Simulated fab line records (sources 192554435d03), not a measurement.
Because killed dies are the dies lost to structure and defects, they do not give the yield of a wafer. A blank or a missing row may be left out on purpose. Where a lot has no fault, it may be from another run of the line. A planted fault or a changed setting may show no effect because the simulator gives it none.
Chamber matching || flow n5-finfet || N5_BEOL_M0_SAQP_MANDREL2_REMOVE_110 on rie-si-02 has 4 sister chambers
The step chemistry HBr/Cl2/O2, target a-Si, stops on SiCN, bt time 10 s. 14 wafers are shown with their chamber, then 7 later ones without.

WAFERS, EACH WITH ITS CHAMBER
{"wafer": "L074.4", "chamber": 0, "throttle-valve-pct (%)": 36.8, "drypump-motor-current-A (A)": 5.8, "oes-product-au (a.u.)": 1.041}
{"wafer": "L074.5", "chamber": 2, "throttle-valve-pct (%)": 36.8, "drypump-motor-current-A (A)": 5.5, "oes-product-au (a.u.)": 1.004}
{"wafer": "L074.6", "chamber": 3, "throttle-valve-pct (%)": 37.1, "drypump-motor-current-A (A)": 6.1, "oes-product-au (a.u.)": 0.994}
{"wafer": "L081.2", "chamber": 2, "throttle-valve-pct (%)": 36.7, "drypump-motor-current-A (A)": 5.5, "oes-product-au (a.u.)": 1.018}
{"wafer": "L081.3", "chamber": 3, "throttle-valve-pct (%)": 37.1, "drypump-motor-current-A (A)": 6.2, "oes-product-au (a.u.)": 0.993}
{"wafer": "L081.6", "chamber": 2, "throttle-valve-pct (%)": 36.8, "drypump-motor-current-A (A)": 5.5, "oes-product-au (a.u.)": 1.010}
{"wafer": "L084.3", "chamber": 2, "throttle-valve-pct (%)": 36.8, "drypump-motor-current-A (A)": 5.6, "oes-product-au (a.u.)": 1.008}
{"wafer": "L084.4", "chamber": 3, "throttle-valve-pct (%)": 37.1, "drypump-motor-current-A (A)": 6.2, "oes-product-au (a.u.)": 0.993}
{"wafer": "L084.6", "chamber": 1, "throttle-valve-pct (%)": 37.8, "drypump-motor-current-A (A)": 5.6, "oes-product-au (a.u.)": 0.985}
{"wafer": "L087.1", "chamber": 3, "throttle-valve-pct (%)": 37.1, "drypump-motor-current-A (A)": 6.2, "oes-product-au (a.u.)": 0.991}
{"wafer": "L087.5", "chamber": 3, "throttle-valve-pct (%)": 37.1, "drypump-motor-current-A (A)": 6.2, "oes-product-au (a.u.)": 1.000}
{"wafer": "L087.6", "chamber": 2, "throttle-valve-pct (%)": 36.8, "drypump-motor-current-A (A)": 5.5, "oes-product-au (a.u.)": 1.012}
{"wafer": "L088.1", "chamber": 2, "throttle-valve-pct (%)": 36.8, "drypump-motor-current-A (A)": 5.6, "oes-product-au (a.u.)": 1.006}
{"wafer": "L088.2", "chamber": 3, "throttle-valve-pct (%)": 37.1, "drypump-motor-current-A (A)": 6.2, "oes-product-au (a.u.)": 0.995}

SIGNATURES, as means of the wafers listed above
{"reading": "throttle-valve-pct", "chamber 0": 36.800, "chamber 1": 37.800, "chamber 2": 36.783, "chamber 3": 37.100, "scatter within a chamber": 0.0289}
{"reading": "drypump-motor-current-A", "chamber 0": 5.800, "chamber 1": 5.600, "chamber 2": 5.533, "chamber 3": 6.183, "scatter within a chamber": 0.0465}
{"reading": "oes-product-au", "chamber 0": 1.04100, "chamber 1": 0.98500, "chamber 2": 1.00967, "chamber 3": 0.99433, "scatter within a chamber": 0.00413}
Rule: a wafer lies at a distance from a chamber equal to the root of the sum of squares, over the readings, of (its reading less the chamber's mean, divided by the reading's scatter). The wafer belongs to the nearest chamber; if the next one is less than 2 further off, it can't be placed. The scatter is the square root of a quotient: the sum, over the shown wafers, of each reading's squared deviation from its chamber's mean, divided by wafers minus chambers.

WAFERS WITH NO CHAMBER GIVEN
{"wafer": "L088.5", "throttle-valve-pct (%)": 36.7, "drypump-motor-current-A (A)": 5.6, "oes-product-au (a.u.)": 1.005}
{"wafer": "L094.3", "throttle-valve-pct (%)": 36.8, "drypump-motor-current-A (A)": 5.6, "oes-product-au (a.u.)": 1.010}
{"wafer": "L094.4", "throttle-valve-pct (%)": 37.8, "drypump-motor-current-A (A)": 5.6, "oes-product-au (a.u.)": 0.986}
{"wafer": "L094.6", "throttle-valve-pct (%)": 37.8, "drypump-motor-current-A (A)": 5.6, "oes-product-au (a.u.)": 0.982}
{"wafer": "L096.1", "throttle-valve-pct (%)": 36.7, "drypump-motor-current-A (A)": 5.5, "oes-product-au (a.u.)": 1.014}
{"wafer": "L096.2", "throttle-valve-pct (%)": 37.1, "drypump-motor-current-A (A)": 6.2, "oes-product-au (a.u.)": 1.002}
{"wafer": "L096.4", "throttle-valve-pct (%)": 37.8, "drypump-motor-current-A (A)": 5.6, "oes-product-au (a.u.)": 0.984}

WHICH CHAMBER EACH ONE RAN IN
{"wafer": "L088.5", "from the rows above": 2, "in truth": 2}
{"wafer": "L094.3", "from the rows above": 2, "in truth": 2}
{"wafer": "L094.4", "from the rows above": 1, "in truth": 1}
{"wafer": "L094.6", "from the rows above": 1, "in truth": 1}
{"wafer": "L096.1", "from the rows above": 2, "in truth": 2}
{"wafer": "L096.2", "from the rows above": 3, "in truth": 3}
{"wafer": "L096.4", "from the rows above": 1, "in truth": 1}
7 of 7 placed correctly. Left unplaced by these rows: 0. Wrongly placed: 0.
